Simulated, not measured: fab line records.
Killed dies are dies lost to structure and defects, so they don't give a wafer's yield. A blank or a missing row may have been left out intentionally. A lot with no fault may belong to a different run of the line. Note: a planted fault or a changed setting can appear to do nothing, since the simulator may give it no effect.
Which tool was responsible? ; flow nand_harc ; 12 lots, 36 wafers sampled, at 1 step of a route of 1159

== WHAT THE GAUGES SHOWED, per wafer ==
NHARC_A_ZERO_WELL_CD_MEAS_10: target cd 2000 nm.
lot;measured;on;cd_nm (nm)
L076;day 6 15:55;cd_sem-03;1999.3 1999.9 2003.0
L078;day 7 09:49;cd_sem-03;2001.7 1998.9 1997.1
L079;day 7 20:16;cd_sem-03;2001.8 1997.3 1999.9
L080;day 8 01:49;cd_sem-03;1998.9 1998.9 1999.7
L082;day 8 18:08;cd_sem-03;1997.2 1999.2 1997.3
L086;day 9 19:37;cd_sem-02;1994.4 1998.9 1996.8
L087;day 9 20:56;cd_sem-01;1998.6 2001.4 1996.7
L089;day 10 05:05;cd_sem-03;2000.8 2000.1 2000.9
L090;day 10 19:57;cd_sem-01;1998.2 1998.7 1995.4
L093;day 11 03:08;cd_sem-03;2002.0 2001.8 2004.3
L097;day 11 21:50;cd_sem-03;2000.6 2001.4 2001.5
L096;day 11 23:20;cd_sem-01;1998.5 1997.3 1999.1

== WHICH TOOL RAN EACH LOT (tool, then ch and the chambers of the sampled wafers, then the start) ==
There is no process step in the record ahead of these readings.

== THE ANSWER, worked out from the rows above alone ==
Rule: what is usual is taken from the lots themselves. The widest of any qualifying gaps counts: lots, ordered by their means at a reading, are off when they make up no more than a third of the lots, leave a main group of 4 or more, and stand apart from it by 3 or more times the standard deviation of that group's means. If all means in a main group match to the digits the tables above print for the reading, that group is not used. Also off: a lot with no number at a reading for which 4 or more lots have one. Where the step has rows for the other lots, those lots are counted as sound.
None of the lots is off at any reading shown; this tells nothing.

== WHAT THE SIMULATOR HAD PUT IN ==
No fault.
